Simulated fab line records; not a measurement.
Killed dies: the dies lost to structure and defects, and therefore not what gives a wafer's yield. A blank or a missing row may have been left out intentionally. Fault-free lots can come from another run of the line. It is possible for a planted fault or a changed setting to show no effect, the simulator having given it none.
A lot that was struck, set against a sound lot | flow n5_finfet | 16 out of 1938 route steps
Sound: the wafers L385.2, L385.3, L385.4. Struck: wafer L391.3. (L391.2, L391.5 of the same lot were not struck and are left out.) The cause comes at the end.
Per side, at each step with rows, come the tool, then ch with its chambers, and then its first start. Under that, the readings that differ: sound wafers | struck wafers | difference of the means | sigmas: that difference in standard deviations of wafers without a fault.
alike: same words and numbers on both sides, and readings whose means sit less than 2 such deviations apart. not compared: any withheld reading, any reading some wafer has no value for, any bound like >300 that may hide the same value, and any number with overlapping values for which the record gives no deviation.
The two part at a step that has a row with sigmas, a row that says differs or no value, or rows on one side only. Numbers that don't overlap but have no deviation are shown without sigmas and don't part them. A reading that every wafer of one side lacks parts them only if that side has two wafers or more.

first, 9 steps without rows for these wafers: N5_BEOL_M7_COAT_63 (time 60 s, resist thk 60 nm); N5_BEOL_M7_COAT_64 (time 60 s, resist thk 12 nm); N5_BEOL_M7_COAT_71 (time 60 s, resist thk 5 nm); N5_BEOL_M7_COAT_22 (resist thk 30 nm); N5_BEOL_M7_EBR_24; N5_BEOL_M7_SOFTBAKE_23 (time 60 s); N5_BEOL_M7_EXPOSE_25 (exposes mask V6, target cd 40 nm); N5_BEOL_M7_PEB_26 (peb time 60 s); N5_BEOL_M7_DEVELOP_27 (develop time 30 s).
N5_BEOL_M7_CD_MEAS_28: the cd target is 40 nm.
  sound on cd_sem-01 ch 0, day 13 01:32; struck on cd_sem-02 ch 0, day 14 09:36
  alike: cd_nm
N5_BEOL_M7_OVL_MEAS_29:
  sound on overlay-01 ch 0, day 13 01:34; struck on overlay-02 ch 0, day 14 09:38
  alike: V6_OVL
N5_BEOL_M7_INSPECT_30: inspects for defects (brightfield).
  sound on defect_inspect-01 at day 13 01:37; struck on defect_inspect-02 at day 14 09:41
  alike: raw_defect_count
N5_BEOL_M7_DESCUM_33: chemistry O2, time 7 s.
  sound on rie_diel-02 ch 0,1,2, day 13 01:39; struck on rie_diel-02 ch 2, day 14 10:37
  reading                                      | sound          | struck | difference | sigmas
  model.CAR-EUV_of_BEOL_M7_COAT_22.thk_nm (nm) | 26.2 26.2 26.2 | 25.2   | -1.0       |
  alike: bias_power_w, drypump_motor_current_A, oes_product_au, rf_vpp_V, showerhead_plenum_p_Torr, throttle_valve_pct
  not compared: rf_hours_counter_h
N5_BEOL_M7_ETCH_72: etches underlayer in N2/H2, target depth 6.5 nm, time 5.2 s.
  sound on rie_diel-02 ch 0,1,2, day 13 01:41; struck on rie_diel-02 ch 2, day 14 10:40
  alike: drypump_motor_current_A, etch_rf_on_time_s, oes_product_au, rf_vpp_V, showerhead_plenum_p_Torr, throttle_valve_pct
  not compared: rf_hours_counter_h
N5_BEOL_M7_ETCH_65: etches SiARC in CF4, target depth 15.6 nm, time 26 s.
  sound on rie_diel-02 ch 0,1,2, day 13 01:42; struck on rie_diel-02 ch 2, day 14 10:40
  reading                                      | sound          | struck | difference | sigmas
  model.CAR-EUV_of_BEOL_M7_COAT_22.thk_nm (nm) | 11.2 11.2 11.2 | 10.4   | -0.8       |
  alike: drypump_motor_current_A, etch_rf_on_time_s, oes_product_au, rf_vpp_V, showerhead_plenum_p_Torr, throttle_valve_pct
  not compared: rf_hours_counter_h
N5_BEOL_M7_ETCH_66: etches SOC in N2/H2, target depth 80 nm, overetch 16 nm, time 120 s.
  sound on rie_diel-02 ch 0,1,2, day 13 01:44; struck on rie_diel-02 ch 2, day 14 10:42
  alike: drypump_motor_current_A, oes_product_au, rf_vpp_V, showerhead_plenum_p_Torr, throttle_valve_pct
  not compared: rf_hours_counter_h

WHERE THEY PART
Nowhere in this record.

WHY: what had been put in by the simulator
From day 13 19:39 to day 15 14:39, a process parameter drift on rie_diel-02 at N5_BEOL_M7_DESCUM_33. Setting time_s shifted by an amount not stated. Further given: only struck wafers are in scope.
